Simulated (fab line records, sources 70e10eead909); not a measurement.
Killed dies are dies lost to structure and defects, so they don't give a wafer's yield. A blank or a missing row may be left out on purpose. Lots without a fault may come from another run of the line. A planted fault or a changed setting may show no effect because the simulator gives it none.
Chamber matching | flow nand_harc | NHARC_A_ZERO_WELL_ETCH_13 on rie_si-04: 4 sister chambers
The step etches the open film in HBr/Cl2, target depth 120 nm, time 40.1 s. 8 wafers are shown with their chamber, then 7 later ones without.

WAFERS WITH THEIR CHAMBER
wafer  | chamber | oes_product_au (a.u.) | throttle_valve_pct (%)
L513.1 | 2       | 0.994                 | 26.394
L516.2 | 0       | 1.000                 | 26.399
L519.1 | 1       | 0.991                 | 26.417
L519.4 | 0       | 0.986                 | 26.402
L523.3 | 2       | 0.994                 | 26.419
L523.6 | 3       | 0.994                 | 26.397
L526.2 | 1       | 0.987                 | 26.416
L526.3 | 3       | 1.004                 | 26.409

WAFERS WITHOUT THEIR CHAMBER
wafer  | oes_product_au (a.u.) | throttle_valve_pct (%)
L526.4 | 0.991                 | 26.409
L528.2 | 0.996                 | 26.414
L528.5 | 0.990                 | 26.398
L528.6 | 1.004                 | 26.389
L529.3 | 0.996                 | 26.406
L529.4 | 0.995                 | 26.421
L529.5 | 0.992                 | 26.398

WHICH CHAMBER EACH WENT THROUGH
wafer  | from the rows above               | in truth
L526.4 | can't be placed: 2 or 1 or 0 or 3 | 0
L528.2 | can't be placed: 2 or 1 or 3 or 0 | 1
L528.5 | can't be placed: 0 or 2 or 3 or 1 | 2
L528.6 | can't be placed: 3 or 0 or 2      | 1
L529.3 | can't be placed: 2 or 3 or 0 or 1 | 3
L529.4 | can't be placed: 1 or 2 or 3 or 0 | 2
L529.5 | can't be placed: 0 or 2 or 3 or 1 | 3
Placed correctly: 0 of 7. Can't be placed from these rows: 7 (the true chamber is among the candidates in 6). Placed wrongly: 0.
How it was worked out, from the rows above alone: a wafer's distance from a chamber is the root of the sum, over the readings, of the square of ((its reading less the chamber's mean) divided by the reading's scatter). The wafer belongs to the nearest chamber; if the next one is less than 2 further off, it can't be placed. A chamber's mean is the mean of its shown wafers. The scatter: the root of (the sum of the squares of (reading less its chamber's mean) over the shown wafers, divided by (wafers less chambers)).
